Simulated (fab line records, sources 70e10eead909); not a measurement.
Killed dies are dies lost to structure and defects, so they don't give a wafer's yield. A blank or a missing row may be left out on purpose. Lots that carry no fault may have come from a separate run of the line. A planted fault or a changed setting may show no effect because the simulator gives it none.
Chamber matching / flow nand_harc / 4 sister chambers for NHARC_A_CHANNEL_FILL_D2_STRIP_28 on rie_diel-10
The step strips in O2, time 20 s. 16 wafers are shown with their chamber, then 8 later ones without.

WAFERS PAIRED WITH THEIR CHAMBERS
wafer=L075.1; chamber=0; drypump_motor_current_A (A)=6.2; oes_product_au (a.u.)=1.006; throttle_valve_pct (%)=17.043
wafer=L075.2; chamber=1; drypump_motor_current_A (A)=5.1; oes_product_au (a.u.)=1.014; throttle_valve_pct (%)=17.040
wafer=L075.4; chamber=2; drypump_motor_current_A (A)=6.1; oes_product_au (a.u.)=0.999; throttle_valve_pct (%)=17.037
wafer=L081.2; chamber=0; drypump_motor_current_A (A)=6.1; oes_product_au (a.u.)=1.004; throttle_valve_pct (%)=17.027
wafer=L081.5; chamber=2; drypump_motor_current_A (A)=6.1; oes_product_au (a.u.)=0.995; throttle_valve_pct (%)=17.031
wafer=L081.6; chamber=1; drypump_motor_current_A (A)=5.1; oes_product_au (a.u.)=0.997; throttle_valve_pct (%)=17.034
wafer=L084.1; chamber=3; drypump_motor_current_A (A)=5.1; oes_product_au (a.u.)=1.001; throttle_valve_pct (%)=17.031
wafer=L084.3; chamber=2; drypump_motor_current_A (A)=6.1; oes_product_au (a.u.)=1.002; throttle_valve_pct (%)=17.025
wafer=L084.6; chamber=3; drypump_motor_current_A (A)=5.1; oes_product_au (a.u.)=1.008; throttle_valve_pct (%)=17.042
wafer=L086.2; chamber=1; drypump_motor_current_A (A)=5.1; oes_product_au (a.u.)=0.985; throttle_valve_pct (%)=17.051
wafer=L086.4; chamber=3; drypump_motor_current_A (A)=5.1; oes_product_au (a.u.)=1.004; throttle_valve_pct (%)=17.033
wafer=L086.6; chamber=1; drypump_motor_current_A (A)=5.1; oes_product_au (a.u.)=1.000; throttle_valve_pct (%)=17.045
wafer=L087.2; chamber=1; drypump_motor_current_A (A)=5.1; oes_product_au (a.u.)=0.994; throttle_valve_pct (%)=17.029
wafer=L087.3; chamber=2; drypump_motor_current_A (A)=6.1; oes_product_au (a.u.)=0.995; throttle_valve_pct (%)=17.048
wafer=L087.5; chamber=0; drypump_motor_current_A (A)=6.2; oes_product_au (a.u.)=0.998; throttle_valve_pct (%)=17.034
wafer=L089.2; chamber=2; drypump_motor_current_A (A)=6.1; oes_product_au (a.u.)=0.996; throttle_valve_pct (%)=17.015

SIGNATURES (averages over the wafers above)
reading=drypump_motor_current_A; chamber 0=6.167; chamber 1=5.100; chamber 2=6.100; chamber 3=5.100; scatter within a chamber=0.0236
reading=oes_product_au; chamber 0=1.00267; chamber 1=0.99800; chamber 2=0.99740; chamber 3=1.00433; scatter within a chamber=0.00672
reading=throttle_valve_pct; chamber 0=17.03467; chamber 1=17.03980; chamber 2=17.03120; chamber 3=17.03533; scatter within a chamber=0.00965
Rule: for a wafer and a chamber, the distance is found by dividing, reading by reading, the gap between the wafer's reading and the chamber's mean by the reading's scatter, squaring, summing and taking the root. The wafer belongs to the nearest chamber; if the next one is less than 2 further off, it can't be placed. The scatter is the square root of a quotient: the sum, over the shown wafers, of each reading's squared deviation from its chamber's mean, divided by wafers minus chambers.

WAFERS WITH NO CHAMBER GIVEN
wafer=L089.3; drypump_motor_current_A (A)=6.1; oes_product_au (a.u.)=1.010; throttle_valve_pct (%)=17.041
wafer=L089.4; drypump_motor_current_A (A)=5.2; oes_product_au (a.u.)=0.998; throttle_valve_pct (%)=17.038
wafer=L094.1; drypump_motor_current_A (A)=5.1; oes_product_au (a.u.)=0.992; throttle_valve_pct (%)=17.027
wafer=L094.2; drypump_motor_current_A (A)=5.1; oes_product_au (a.u.)=1.001; throttle_valve_pct (%)=17.033
wafer=L094.4; drypump_motor_current_A (A)=6.1; oes_product_au (a.u.)=0.990; throttle_valve_pct (%)=17.042
wafer=L096.2; drypump_motor_current_A (A)=5.2; oes_product_au (a.u.)=0.979; throttle_valve_pct (%)=17.025
wafer=L096.5; drypump_motor_current_A (A)=5.1; oes_product_au (a.u.)=0.994; throttle_valve_pct (%)=17.037
wafer=L096.6; drypump_motor_current_A (A)=6.2; oes_product_au (a.u.)=0.988; throttle_valve_pct (%)=17.047

EACH ONE'S CHAMBER
wafer=L089.3; from the rows above=can't be placed: 2 or 0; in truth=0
wafer=L089.4; from the rows above=can't be placed: 1 or 3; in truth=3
wafer=L094.1; from the rows above=can't be placed: 1 or 3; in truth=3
wafer=L094.2; from the rows above=can't be placed: 3 or 1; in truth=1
wafer=L094.4; from the rows above=can't be placed: 2 or 0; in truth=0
wafer=L096.2; from the rows above=can't be placed: 1 or 3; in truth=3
wafer=L096.5; from the rows above=can't be placed: 1 or 3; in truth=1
wafer=L096.6; from the rows above=can't be placed: 0 or 2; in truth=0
0 of 8 placed correctly. Can't be placed from these rows: 8 (the true chamber is among the candidates in 8). Wrongly placed: 0.
